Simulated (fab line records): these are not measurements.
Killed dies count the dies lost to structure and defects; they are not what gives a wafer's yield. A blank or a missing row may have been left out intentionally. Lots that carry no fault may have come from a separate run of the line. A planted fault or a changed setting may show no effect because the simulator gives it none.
fab line records -- flow n5-finfet
record lots=7, wafers=21, last-day=19
route steps=1938 shown BEOL_M1@826 BEOL_M4@1111 PASSIVATION@1936
lots untouched by any fault: they come from a run of this same line in which no faults occurred
start-h: start of the lot's first displayed wafer, in hours after the record's first day -- wait-h: hours elapsed since this lot's preceding step -- " as in the row above -- L1.1+2: a row that stands for several wafers -- - value missing, or start not given -- * or withheld: withheld -- < > ~ a bound
route shown NAME@n: names a module that has steps shown in the file, with the first one's number in the route -- usual: mean/standard deviation taken from wafers without a fault -- same: alike in all rows -- chamber/n: place in a boat -- sites: each site's reading -- _std_site: the values' standard deviation -- _edge_site: outer sites' mean less inner sites' -- radius-mm: how far each site lies from the wafer's centre -- mask NAME#n: copy n -- behind: tool/chamber where the wafer was last shaped -- hold: why the lot was held/for how many hours/how that ended -- device: which transistor (n, p or np) failed to switch -- end of line: the route-end tests of the same wafers -- a step with no rows: only its recipe -- killed: at the first sort, the dies lost to defects and structure; wafer yield is something else -- map: a wafer's dies, x killed, . not, _ none there
set.NAME: the setting the step ran with; set.NAME@STEP: the setting that earlier step ran with -- model.NAME: the simulator's own value behind a step, which no gauge read
a table for each step, a row for each wafer; lots at some steps of the route
services: from which hour (start-h, from the record's first day; less than 0 if before it) a tool's chamber was out of use, for how many hours, and why
## steps
# step N5_BEOL_M1_SPUTTER_92
# recipe material=Cu, target-thk-a=45, temp-c=-20, chamber-pressure-pa=0.07, power-w=withheld, time-s=8.29
# step N5_BEOL_M1_ANNEAL_93
# recipe temp-c=400, time-s=240, ambient=vacuum
# usual heater-power-w=830/67
lot.wafer,tool,chamber,start-h,wait-h,heater-power-w
L313.2,pvd-sputter-02,-,164.94,0.0,755
L313.3,pvd-sputter-02,-,164.94,0.0,873
L313.5,pvd-sputter-02,-,164.94,0.0,856
L326.1,pvd-sputter-02,-,227.07,0.0,854
L326.3,pvd-sputter-02,-,227.07,0.0,821
L326.6,pvd-sputter-02,-,227.07,0.0,767
L327.1,pvd-sputter-02,-,236.80,0.0,855
L327.3,pvd-sputter-02,-,236.80,0.0,753
L327.6,pvd-sputter-02,-,236.80,0.0,854
L328.2,pvd-sputter-03,-,245.41,0.0,924
L328.5,pvd-sputter-03,-,245.41,0.0,728
L328.6,pvd-sputter-03,-,245.41,0.0,900
L316.3,pvd-sputter-01,-,272.47,0.0,744
L316.4,pvd-sputter-01,-,272.47,0.0,929
L316.5,pvd-sputter-01,-,272.47,0.0,928
L334.3,pvd-sputter-02,-,273.19,0.0,858
L334.4,pvd-sputter-02,-,273.19,0.0,769
L334.5,pvd-sputter-02,-,273.19,0.0,857
L333.2,pvd-sputter-01,-,277.89,0.0,829
L333.4,pvd-sputter-01,-,277.89,0.0,732
L333.5,pvd-sputter-01,-,277.89,0.0,813
# step N5_BEOL_M1_SPUTTER_94
# recipe material=Cu, target-thk-a=45, temp-c=-20, chamber-pressure-pa=0.07, power-w=withheld, time-s=8.29
# usual chuck-sensor-temp-C=-16.2/0.45, throttle-valve-pct=29.8/1.1
lot.wafer,tool,chamber,start-h,wait-h,chuck-sensor-temp-C,throttle-valve-pct
L313.2,pvd-sputter-02,-,165.08,0.1,-17.0,29.8
L313.3,pvd-sputter-02,-,165.08,0.1,-16.1,30.0
L313.5,pvd-sputter-02,-,165.08,0.1,-16.0,30.3
L326.1,pvd-sputter-02,-,227.21,0.1,-15.9,27.3
L326.3,pvd-sputter-02,-,227.21,0.1,-16.7,30.7
L326.6,pvd-sputter-02,-,227.21,0.1,-17.0,29.9
L327.1,pvd-sputter-02,-,236.94,0.1,-15.8,27.3
L327.3,pvd-sputter-02,-,236.94,0.1,-17.0,30.1
L327.6,pvd-sputter-02,-,236.94,0.1,-16.0,30.1
L328.2,pvd-sputter-03,-,245.55,0.1,-16.8,29.4
L328.5,pvd-sputter-03,-,245.55,0.1,-15.8,29.6
L328.6,pvd-sputter-03,-,245.55,0.1,-16.8,29.0
L316.3,pvd-sputter-01,-,272.61,0.1,-15.7,30.7
L316.4,pvd-sputter-01,-,272.61,0.1,-15.8,28.8
L316.5,pvd-sputter-01,-,272.61,0.1,-15.9,28.4
L334.3,pvd-sputter-02,-,273.33,0.1,-15.8,27.5
L334.4,pvd-sputter-02,-,273.33,0.1,-17.2,30.0
L334.5,pvd-sputter-02,-,273.33,0.1,-15.9,30.0
L333.2,pvd-sputter-01,-,278.03,0.1,-16.3,29.7
L333.4,pvd-sputter-01,-,278.03,0.1,-15.8,30.5
L333.5,pvd-sputter-01,-,278.03,0.1,-16.2,29.8
# step N5_BEOL_M1_ANNEAL_95
# recipe temp-c=400, time-s=240, ambient=vacuum
# step N5_BEOL_M1_SPUTTER_96
# recipe material=Cu, target-thk-a=45, temp-c=-20, chamber-pressure-pa=0.07, power-w=withheld, time-s=8.29
# step N5_BEOL_M1_ECD_50
# recipe material=Cu, target-thk-a=3000
# step N5_BEOL_M1_ANNEAL_51
# recipe temp-c=225, time-s=90, ambient=N2
# usual anneal-temp-c=225.02/0.18, wafer_temp_C_max=226.03/0.27
lot.wafer,tool,chamber,start-h,wait-h,anneal-temp-c,wafer_temp_C_max
L313.2,rtp-anneal-01,0,165.54,0.1,224.86,225.82
L313.3,rtp-anneal-01,0,165.54,0.1,225.06,225.97
L313.5,rtp-anneal-01,0,165.54,0.1,224.91,225.60
L326.1,rtp-anneal-01,0,227.62,0.1,224.93,226.23
L326.3,rtp-anneal-01,0,227.62,0.1,224.96,225.79
L326.6,rtp-anneal-01,0,227.62,0.1,224.85,225.82
L327.1,rtp-anneal-02,0,237.37,0.1,225.14,225.82
L327.3,rtp-anneal-02,0,237.37,0.1,224.92,225.90
L327.6,rtp-anneal-02,0,237.37,0.1,224.88,225.98
L328.2,rtp-anneal-02,0,246.01,0.1,224.99,225.60
L328.5,rtp-anneal-02,0,246.01,0.1,224.99,226.11
L328.6,rtp-anneal-02,0,246.01,0.1,224.82,226.00
L316.3,rtp-anneal-02,0,273.12,0.1,225.45,225.66
L316.4,rtp-anneal-02,0,273.12,0.1,225.18,225.42
L316.5,rtp-anneal-02,0,273.12,0.1,225.34,225.84
L334.3,rtp-anneal-02,0,274.05,0.3,225.39,225.76
L334.4,rtp-anneal-02,0,274.05,0.3,225.19,226.09
L334.5,rtp-anneal-02,0,274.05,0.3,225.25,226.10
L333.2,rtp-anneal-02,0,278.50,0.1,225.29,225.84
L333.4,rtp-anneal-02,0,278.50,0.1,225.05,226.01
L333.5,rtp-anneal-02,0,278.50,0.1,225.16,225.79
# step N5_BEOL_M1_CMP_52
# recipe stop-on=SiOC, t-overpolish-s=6.8, down-force-psi=1, platen-rpm=50, clearing-platen-down-force-psi=1.5, clearing-platen-rpm=50, post-cmp-clean=cu-alkaline, target-thk-nm=40, clearing-platen-pad-velocity-m-s=0.99484, pad-velocity-m-s=0.99484
# step N5_BEOL_M1_THK_MEAS_53
# recipe thk-meas-gauge=xrf, reads=Cu_of_BEOL_M1_ECD_50
# usual M1_THK=40.5/1.4
lot.wafer,tool,chamber,start-h,wait-h,M1_THK[nm]
L313.2,film-metro-01,-,166.10,-,40.6
L313.3,film-metro-01,-,166.10,-,40.1
L313.5,film-metro-01,-,166.10,-,42.4
L326.1,film-metro-02,-,228.21,-,39.3
L326.3,film-metro-02,-,228.21,-,39.1
L326.6,film-metro-02,-,228.21,-,40.8
L327.1,film-metro-02,-,237.97,-,39.5
L327.3,film-metro-02,-,237.97,-,39.1
L327.6,film-metro-02,-,237.97,-,40.7
L328.2,film-metro-01,-,246.56,-,39.6
L328.5,film-metro-01,-,246.56,-,41.8
L328.6,film-metro-01,-,246.56,-,41.2
L316.3,film-metro-01,-,273.62,-,40.1
L316.4,film-metro-01,-,273.62,-,39.8
L316.5,film-metro-01,-,273.62,-,40.0
L334.3,film-metro-02,-,274.55,-,39.8
L334.4,film-metro-02,-,274.55,-,40.8
L334.5,film-metro-02,-,274.55,-,41.5
L333.2,film-metro-01,-,279.05,-,38.7
L333.4,film-metro-01,-,279.05,-,41.5
L333.5,film-metro-01,-,279.05,-,40.2
# step N5_BEOL_M1_PRE_CLEAN_60
# recipe gas=NH3/H2, time-s=15, temp-c=*, rf-power-w=300
# usual heater-power-w=91/7.3
lot.wafer,tool,chamber,start-h,wait-h,heater-power-w
L313.2,cvd-co-01,2,166.44,0.3,89
L313.3,cvd-co-01,2,166.44,0.3,89
L313.5,cvd-co-01,1,166.44,0.3,88
L326.1,cvd-co-01,1,228.35,0.1,94
L326.3,cvd-co-01,2,228.35,0.1,88
L326.6,cvd-co-01,0,228.35,0.1,96
L327.1,cvd-co-01,2,238.01,0.0,91
L327.3,cvd-co-01,1,238.01,0.0,89
L327.6,cvd-co-01,1,238.01,0.0,90
L328.2,cvd-co-02,0,246.59,0.0,104
L328.5,cvd-co-02,2,246.59,0.0,81
L328.6,cvd-co-02,0,246.59,0.0,103
L316.3,cvd-co-02,0,273.66,0.0,102
L316.4,cvd-co-02,1,273.66,0.0,88
L316.5,cvd-co-02,0,273.66,0.0,107
L334.3,cvd-co-02,0,274.59,0.0,106
L334.4,cvd-co-02,2,274.59,0.0,80
L334.5,cvd-co-02,0,274.59,0.0,105
L333.2,cvd-co-02,0,279.08,0.0,105
L333.4,cvd-co-02,0,279.08,0.0,104
L333.5,cvd-co-02,1,279.08,0.0,89
# step N5_BEOL_M1_CO_CAP_55
# recipe material=Co, target-thk-a=20, temp-c=200, precursor=CCTBA/H2, pressure-torr=30, time-s=102.1
# usual heater-power-w=243/9.5
lot.wafer,tool,chamber,start-h,wait-h,heater-power-w
L313.2,cvd-co-01,2,166.50,0.0,240
L313.3,cvd-co-01,2,166.50,0.0,240
L313.5,cvd-co-01,1,166.50,0.0,238
L326.1,cvd-co-01,1,228.39,0.0,243
L326.3,cvd-co-01,2,228.39,0.0,231
L326.6,cvd-co-01,0,228.39,0.0,250
L327.1,cvd-co-01,2,238.05,0.0,245
L327.3,cvd-co-01,1,238.05,0.0,238
L327.6,cvd-co-01,1,238.05,0.0,238
L328.2,cvd-co-02,0,246.63,0.0,258
L328.5,cvd-co-02,2,246.63,0.0,228
L328.6,cvd-co-02,0,246.63,0.0,260
L316.3,cvd-co-02,0,273.70,0.0,253
L316.4,cvd-co-02,1,273.70,0.0,241
L316.5,cvd-co-02,0,273.70,0.0,262
L334.3,cvd-co-02,0,274.63,0.0,265
L334.4,cvd-co-02,2,274.63,0.0,231
L334.5,cvd-co-02,0,274.63,0.0,255
L333.2,cvd-co-02,0,279.12,0.0,262
L333.4,cvd-co-02,0,279.12,0.0,262
L333.5,cvd-co-02,1,279.12,0.0,247
# step N5_BEOL_M1_PRE_CLEAN_56
# recipe gas=NH3, time-s=15, temp-c=withheld, rf-power-w=300
# step N5_BEOL_M1_DEP_57
# recipe material=SiCN, target-thk-a=80, temp-c=withheld, precursor=3MS/NH3, pressure-torr=3, rf-w=202, time-s=14
# usual chamber-pressure-Torr=3.000/0.0073, rf-fwd-power-W=199.4/0.94, showerhead-plenum-p-Torr=3.661/0.012, throttle-valve-pct=9.02/0.24
lot.wafer,tool,chamber,start-h,wait-h,chamber-pressure-Torr,rf-fwd-power-W,showerhead-plenum-p-Torr,throttle-valve-pct
L313.2,pecvd-02,1,166.65,0.0,2.992,198.2,3.648,8.90
L313.3,pecvd-02,0,166.65,0.0,2.999,199.3,3.647,9.00
L313.5,pecvd-02,1,166.65,0.0,3.001,197.9,3.656,9.18
L326.1,pecvd-03,0,228.52,0.0,-,-,-,-
L326.3,pecvd-03,0,228.52,0.0,-,-,-,-
L326.6,pecvd-03,1,228.52,0.0,-,-,-,-
L327.1,pecvd-03,2,238.17,0.0,-,-,-,-
L327.3,pecvd-03,0,238.17,0.0,-,-,-,-
L327.6,pecvd-03,0,238.17,0.0,-,-,-,-
L328.2,pecvd-04,0,246.75,0.0,-,-,-,-
L328.5,pecvd-04,0,246.75,0.0,-,-,-,-
L328.6,pecvd-04,2,246.75,0.0,-,-,-,-
L316.3,pecvd-02,0,273.81,0.0,2.991,200.2,3.650,8.94
L316.4,pecvd-02,2,273.81,0.0,3.004,199.2,3.662,8.81
L316.5,pecvd-02,0,273.81,0.0,2.990,198.8,3.635,9.15
L334.3,pecvd-04,0,274.75,0.0,3.002,200.6,3.660,9.15
L334.4,pecvd-04,2,274.75,0.0,3.008,200.3,3.660,9.13
L334.5,pecvd-04,1,274.75,0.0,2.993,198.6,3.674,9.25
L333.2,pecvd-04,0,279.24,0.0,2.994,199.9,3.669,9.02
L333.4,pecvd-04,0,279.24,0.0,3.002,200.0,3.668,9.02
L333.5,pecvd-04,1,279.24,0.0,3.003,198.9,3.671,9.37
# step N5_BEOL_M4_RC_MEAS_101
# usual DIBL_N=36.0/1.3, DIBL_P=36.2/1.7, IOFF_N=0.155/0.024, IOFF_P=0.21/0.034, ION_N=674/9, ION_P=463/7.1, SS_N=71.4/0.5, SS_P=73.4/0.57, VT_N=250.0/2.8, VT_P=-251/3.2
lot.wafer,tool,chamber,start-h,wait-h,DIBL_N[mV/V],DIBL_P[mV/V],IOFF_N[nA/um],IOFF_P[nA/um],ION_N[uA/um],ION_P[uA/um],SS_N[mV/dec],SS_P[mV/dec],VT_N[mV],VT_P[mV]
L313.2,prober-01,0,250.05,0.2,37.1,36.4,0.164,0.20,674,463,71.1,73.7,249.3,-253
L313.3,prober-01,0,250.05,0.2,35.7,34.8,0.144,0.18,673,459,71.2,72.7,251.6,-251
L313.5,prober-01,0,250.05,0.2,36.7,35.7,0.161,0.19,676,462,70.8,72.8,250.7,-252
L316.3,prober-02,0,347.60,0.3,36.5,37.7,0.170,0.21,685,462,71.5,74.0,247.0,-250
L316.4,prober-02,0,347.60,0.3,37.6,38.7,0.187,0.23,672,460,71.6,74.2,249.8,-250
L316.5,prober-02,0,347.60,0.3,37.2,37.9,0.179,0.21,671,457,71.6,73.6,248.8,-252
L334.3,prober-01,0,348.02,0.3,35.3,35.0,0.135,0.21,675,470,70.8,72.2,251.2,-252
L334.4,prober-01,0,348.02,0.3,35.2,34.5,0.135,0.20,677,464,70.9,72.2,252.7,-250
L334.5,prober-01,0,348.02,0.3,34.9,35.5,0.131,0.20,667,467,70.8,72.6,253.3,-247
L333.2,prober-01,0,358.65,0.2,34.1,33.9,0.122,0.16,663,453,71.8,72.9,256.2,-257
L333.4,prober-01,0,358.65,0.2,35.1,35.0,0.140,0.17,657,447,71.4,72.9,251.9,-254
L333.5,prober-01,0,358.65,0.2,34.3,34.7,0.136,0.17,669,459,71.5,73.0,253.0,-255
# step N5_PASSIVATION_PROBE_49
# usual defect-limited-yield=90.8/1.7, killed_at_M0_to_M3=37/12, killed_at_M4_up=15/5.6, killed-at-contacts=13/6.9, killed-at-front-end=40/11, killed-at-other=4/3.2, killed-dies=109/20, killed-on-rim=14/4.3, killed-open=73/15, killed-short=35/8.3, sort_bin_5_function=5.4/1.1, sort_bin_6_memory=3.5/0.73, sort-n-pass=1071/20, sort-yield-pct=90.8/1.7
# same gross-dies=1180, killed-at-back-side=0, sort_bin_4_leakage[%]=0, sort_bin_8_speed[%]=0
lot.wafer,tool,chamber,start-h,wait-h,defect-limited-yield[%],killed_at_M0_to_M3,killed_at_M4_up,killed-at-contacts,killed-at-front-end,killed-at-other,killed-dies,killed-on-rim,killed-open,killed-short,sort_bin_5_function[%],sort_bin_6_memory[%],sort-n-pass,sort-yield-pct[%]
L326.1,prober-02,-,424.87,0.0,0,1103,13,7,55,2,1180,152,68,29,97.2,2.5,0,0
L326.3,prober-02,-,424.97,0.1,0,1104,26,11,34,5,1180,152,69,35,97.1,2.5,0,0
L326.6,prober-02,-,425.12,0.3,0,1118,13,4,44,1,1180,152,59,34,96.6,2.8,0,0
L327.1,prober-01,-,425.88,0.0,0,1108,16,21,35,0,1180,152,64,45,96.0,3.3,0,0
L327.3,prober-01,-,425.98,0.1,0,1127,6,11,35,1,1180,152,56,30,96.9,2.6,0,0
L327.6,prober-01,-,426.13,0.3,0,1103,10,26,28,13,1180,152,77,40,95.8,3.8,0,0
L328.2,prober-01,-,431.24,0.1,0,1125,14,15,25,1,1180,152,58,22,97.5,2.1,0,0
L328.5,prober-01,-,431.39,0.2,0,1106,21,11,41,1,1180,152,77,31,96.0,3.9,0,0
L328.6,prober-01,-,431.44,0.3,0,1106,20,13,40,1,1180,152,82,25,96.4,3.3,0,0
L333.2,prober-02,-,464.60,0.1,90.0,51,21,8,35,3,118,19,84,33,5.9,3.7,1062,90.0
L333.4,prober-02,-,464.70,0.2,94.3,15,6,10,31,5,67,8,50,17,3.9,1.5,1113,94.3
L333.5,prober-02,-,464.75,0.2,91.4,50,14,6,26,5,101,16,72,28,5.4,2.8,1079,91.4
# killed by level:class
L326.1 BEOL_M1:area-dep=1082 STI_FIN_REVEAL:geometric-particle:open=24 MOL_CONTACT_COAG:geometric-particle:open=7 BEOL_M4:geometric-particle:open=7 GATE_CUT:geometric-particle:open=6 FIN_SAQP:geometric-particle:short=5 STI_FIN_REVEAL:geometric-particle:short=4 BEOL_M1:geometric-particle:short=4
L326.3 BEOL_M1:area-dep=1072 BEOL_M4:geometric-particle:open=13 MOL_CONTACT_COAG:geometric-particle:open=10 BEOL_M0_SAQP:geometric-particle:open=8 BEOL_M3:geometric-particle:open=7 BEOL_M4:geometric-particle:short=7 BEOL_M0_SAQP:geometric-particle:short=6 BEOL_M2:geometric-particle:open=6
L326.6 BEOL_M1:area-dep=1086 STI_FIN_REVEAL:geometric-particle:open=15 BEOL_M0_SAQP:geometric-particle:short=8 BEOL_M0_SAQP:geometric-particle:open=8 BEOL_M1:geometric-particle:open=7 BEOL_M2:geometric-particle:open=6 FIN_SAQP:geometric-particle:open=5 BEOL_M4:geometric-particle:short=4
L327.1 BEOL_M1:area-dep=1070 MOL_CONTACT_COAG:geometric-particle:open=16 BEOL_M1:geometric-particle:open=8 BEOL_M2:geometric-particle:short=8 BEOL_M0_SAQP:geometric-particle:short=7 STARTING-WAFER:geometric-particle:short=7 STI_FIN_REVEAL:geometric-particle:open=6 BEOL_M3:geometric-particle:open=6
L327.3 BEOL_M1:area-dep=1094 MOL_CONTACT_COAG:geometric-particle:open=10 FIN_SAQP:geometric-particle:short=9 BEOL_M0_SAQP:geometric-particle:open=9 FIN_SAQP:geometric-particle:open=7 BEOL_M2:geometric-particle:short=6 BEOL_M3:geometric-particle:open=6 BEOL_M2:geometric-particle:open=5
L327.6 BEOL_M1:area-dep=1061 MOL_CONTACT_COAG:geometric-particle:open=18 BEOL_M2:geometric-particle:open=17 FIN_SAQP:geometric-particle:short=9 MOL_CONTACT_COAG:geometric-particle:short=8 FIN_SAQP:geometric-particle:open=6 BEOL_M2:geometric-particle:short=6 BEOL_M0_SAQP:geometric-particle:short=5
L328.2 BEOL_M1:area-dep=1098 MOL_CONTACT_COAG:geometric-particle:open=14 BEOL_M0:geometric-particle:open=7 BEOL_M4:geometric-particle:open=7 STI_FIN_REVEAL:geometric-particle:open=6 GATE_CUT:geometric-particle:short=6 BEOL_M0_SAQP:geometric-particle:open=6 FIN_SAQP:geometric-particle:short=5
L328.5 BEOL_M1:area-dep=1072 BEOL_M2:geometric-particle:open=11 FIN_SAQP:geometric-particle:open=9 MOL_CONTACT_COAG:geometric-particle:open=9 STI_FIN_REVEAL:geometric-particle:open=7 FIN_SAQP:geometric-particle:short=6 BEOL_M4:geometric-particle:open=6 GATE_CUT:geometric-particle:open=5
L328.6 BEOL_M1:area-dep=1070 FIN_SAQP:geometric-particle:open=14 MOL_CONTACT_COAG:geometric-particle:open=13 BEOL_M2:geometric-particle:open=10 BEOL_M4:geometric-particle:open=9 BEOL_M1:geometric-particle:open=8 FIN_SAQP:geometric-particle:short=7 BEOL_M0:geometric-particle:open=6
L333.2 BEOL_M0_SAQP:geometric-particle:open=14 BEOL_M3:geometric-particle:open=13 BEOL_M4:geometric-particle:open=10 FIN_SAQP:geometric-particle:short=9 MOL_CONTACT_COAG:geometric-particle:open=8 BEOL_M1:geometric-particle:open=7 BEOL_M0_SAQP:geometric-particle:short=7 FIN_SAQP:geometric-particle:open=6
L333.4 MOL_CONTACT_COAG:geometric-particle:open=10 FIN_SAQP:geometric-particle:short=7 FIN_SAQP:geometric-particle:open=6 DUMMY_GATE:geometric-particle:open=6 BEOL_M0_SAQP:geometric-particle:open=6 BEOL_M1:geometric-particle:open=4 BEOL_M2:geometric-particle:open=3 ILD0:geometric-particle:open=2
L333.5 BEOL_M1:geometric-particle:open=11 BEOL_M3:geometric-particle:open=11 FIN_SAQP:geometric-particle:short=7 ILD0:geometric-particle:open=7 BEOL_M0_SAQP:geometric-particle:open=7 BEOL_M2:geometric-particle:open=7 MOL_CONTACT_COAG:geometric-particle:open=6 BEOL_M0_SAQP:geometric-particle:short=5
# map L326.1 (x killed, . not)
_________________xxxxxxxxxxxx________________
______________xxxxxxxxxxxxxxxxxx_____________
___________xxxxxxxxxxxxxxxxxxxxxxxx__________
__________xxxxxxxxxxxxxxxxxxxxxxxxxx_________
________xxxxxxxxxxxxxxxxxxxxxxxxxxxxxx_______
_______xxxxxxxxxxxxxxxxxxxxxxxxxxxxxxxx______
______xxxxxxxxxxxxxxxxxxxxxxxxxxxxxxxxxx_____
_____xxxxxxxxxxxxxxxxxxxxxxxxxxxxxxxxxxxx____
____xxxxxxxxxxxxxxxxxxxxxxxxxxxxxxxxxxxxxx___
___xxxxxxxxxxxxxxxxxxxxxxxxxxxxxxxxxxxxxxxx__
___xxxxxxxxxxxxxxxxxxxxxxxxxxxxxxxxxxxxxxxx__
__xxxxxxxxxxxxxxxxxxxxxxxxxxxxxxxxxxxxxxxxxx_
__xxxxxxxxxxxxxxxxxxxxxxxxxxxxxxxxxxxxxxxxxx_
_xxxxxxxxxxxxxxxxxxxxxxxxxxxxxxxxxxxxxxxxxxxx
_xxxxxxxxxxxxxxxxxxxxxxxxxxxxxxxxxxxxxxxxxxxx
_xxxxxxxxxxxxxxxxxxxxxxxxxxxxxxxxxxxxxxxxxxxx
_xxxxxxxxxxxxxxxxxxxxxxxxxxxxxxxxxxxxxxxxxxxx
_xxxxxxxxxxxxxxxxxxxxxxxxxxxxxxxxxxxxxxxxxxxx
_xxxxxxxxxxxxxxxxxxxxxxxxxxxxxxxxxxxxxxxxxxxx
_xxxxxxxxxxxxxxxxxxxxxxxxxxxxxxxxxxxxxxxxxxxx
_xxxxxxxxxxxxxxxxxxxxxxxxxxxxxxxxxxxxxxxxxxxx
__xxxxxxxxxxxxxxxxxxxxxxxxxxxxxxxxxxxxxxxxxx_
__xxxxxxxxxxxxxxxxxxxxxxxxxxxxxxxxxxxxxxxxxx_
___xxxxxxxxxxxxxxxxxxxxxxxxxxxxxxxxxxxxxxxx__
___xxxxxxxxxxxxxxxxxxxxxxxxxxxxxxxxxxxxxxxx__
____xxxxxxxxxxxxxxxxxxxxxxxxxxxxxxxxxxxxxx___
_____xxxxxxxxxxxxxxxxxxxxxxxxxxxxxxxxxxxx____
______xxxxxxxxxxxxxxxxxxxxxxxxxxxxxxxxxx_____
_______xxxxxxxxxxxxxxxxxxxxxxxxxxxxxxxx______
________xxxxxxxxxxxxxxxxxxxxxxxxxxxxxx_______
__________xxxxxxxxxxxxxxxxxxxxxxxxxx_________
___________xxxxxxxxxxxxxxxxxxxxxxxx__________
______________xxxxxxxxxxxxxxxxxx_____________
_________________xxxxxxxxxxxx________________
# map L327.1 (x killed, . not)
_________________xxxxxxxxxxxx________________
______________xxxxxxxxxxxxxxxxxx_____________
___________xxxxxxxxxxxxxxxxxxxxxxxx__________
__________xxxxxxxxxxxxxxxxxxxxxxxxxx_________
________xxxxxxxxxxxxxxxxxxxxxxxxxxxxxx_______
_______xxxxxxxxxxxxxxxxxxxxxxxxxxxxxxxx______
______xxxxxxxxxxxxxxxxxxxxxxxxxxxxxxxxxx_____
_____xxxxxxxxxxxxxxxxxxxxxxxxxxxxxxxxxxxx____
____xxxxxxxxxxxxxxxxxxxxxxxxxxxxxxxxxxxxxx___
___xxxxxxxxxxxxxxxxxxxxxxxxxxxxxxxxxxxxxxxx__
___xxxxxxxxxxxxxxxxxxxxxxxxxxxxxxxxxxxxxxxx__
__xxxxxxxxxxxxxxxxxxxxxxxxxxxxxxxxxxxxxxxxxx_
__xxxxxxxxxxxxxxxxxxxxxxxxxxxxxxxxxxxxxxxxxx_
_xxxxxxxxxxxxxxxxxxxxxxxxxxxxxxxxxxxxxxxxxxxx
_xxxxxxxxxxxxxxxxxxxxxxxxxxxxxxxxxxxxxxxxxxxx
_xxxxxxxxxxxxxxxxxxxxxxxxxxxxxxxxxxxxxxxxxxxx
_xxxxxxxxxxxxxxxxxxxxxxxxxxxxxxxxxxxxxxxxxxxx
_xxxxxxxxxxxxxxxxxxxxxxxxxxxxxxxxxxxxxxxxxxxx
_xxxxxxxxxxxxxxxxxxxxxxxxxxxxxxxxxxxxxxxxxxxx
_xxxxxxxxxxxxxxxxxxxxxxxxxxxxxxxxxxxxxxxxxxxx
_xxxxxxxxxxxxxxxxxxxxxxxxxxxxxxxxxxxxxxxxxxxx
__xxxxxxxxxxxxxxxxxxxxxxxxxxxxxxxxxxxxxxxxxx_
__xxxxxxxxxxxxxxxxxxxxxxxxxxxxxxxxxxxxxxxxxx_
___xxxxxxxxxxxxxxxxxxxxxxxxxxxxxxxxxxxxxxxx__
___xxxxxxxxxxxxxxxxxxxxxxxxxxxxxxxxxxxxxxxx__
____xxxxxxxxxxxxxxxxxxxxxxxxxxxxxxxxxxxxxx___
_____xxxxxxxxxxxxxxxxxxxxxxxxxxxxxxxxxxxx____
______xxxxxxxxxxxxxxxxxxxxxxxxxxxxxxxxxx_____
_______xxxxxxxxxxxxxxxxxxxxxxxxxxxxxxxx______
________xxxxxxxxxxxxxxxxxxxxxxxxxxxxxx_______
__________xxxxxxxxxxxxxxxxxxxxxxxxxx_________
___________xxxxxxxxxxxxxxxxxxxxxxxx__________
______________xxxxxxxxxxxxxxxxxx_____________
_________________xxxxxxxxxxxx________________
## services
tool,chamber,start-h,hours,kind
pvd-sputter-02,-,143.09,2.5,repair
cvd-co-01,0,165.28,16.0,repair
cvd-co-01,-,178.26,0.5,repair
pecvd-03,2,202.38,-,clean
pecvd-03,2,202.38,-,consumable-replace:showerhead
pecvd-03,2,202.38,29.0,scheduled-down
pecvd-03,2,202.38,29.0,vent-cycle
pecvd-04,2,209.60,-,calibration
pecvd-02,-,239.28,0.8,repair
pecvd-02,2,258.27,5.5,scheduled-down
pecvd-03,1,272.94,2.1,scheduled-down
## key
first-sign step=N5_BEOL_M1_DEP_57, reading=tool-record, direction=missing
effect step=N5_PASSIVATION_PROBE_49, reading=killed_at_M0_to_M3, direction=up, sigmas=89, usual=37, struck=1111
more-kills-born-at N5_BEOL_M1_DEP_57@pecvd-03=6465, N5_BEOL_M1_DEP_57@pecvd-04=3240
met-at N5_BEOL_M1_DEP_57
struck-wafers L326.1,L326.3,L326.6,L327.1,L327.3,L327.6,L328.2,L328.5,L328.6
later-rows-left-out L326.1,L326.3,L326.6,L327.1,L327.3,L327.6,L328.2,L328.5,L328.6
fault kind=skipped-step-whole, tool=pecvd-03,pecvd-04, chamber=-, onset-h=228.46, steps=N5_BEOL_M1_DEP_57, scope=struck-lots-only
# later-rows-left-out: the simulator's readings of these wafers behind a module that went badly wrong aren't trusted and aren't shown, but for the sort
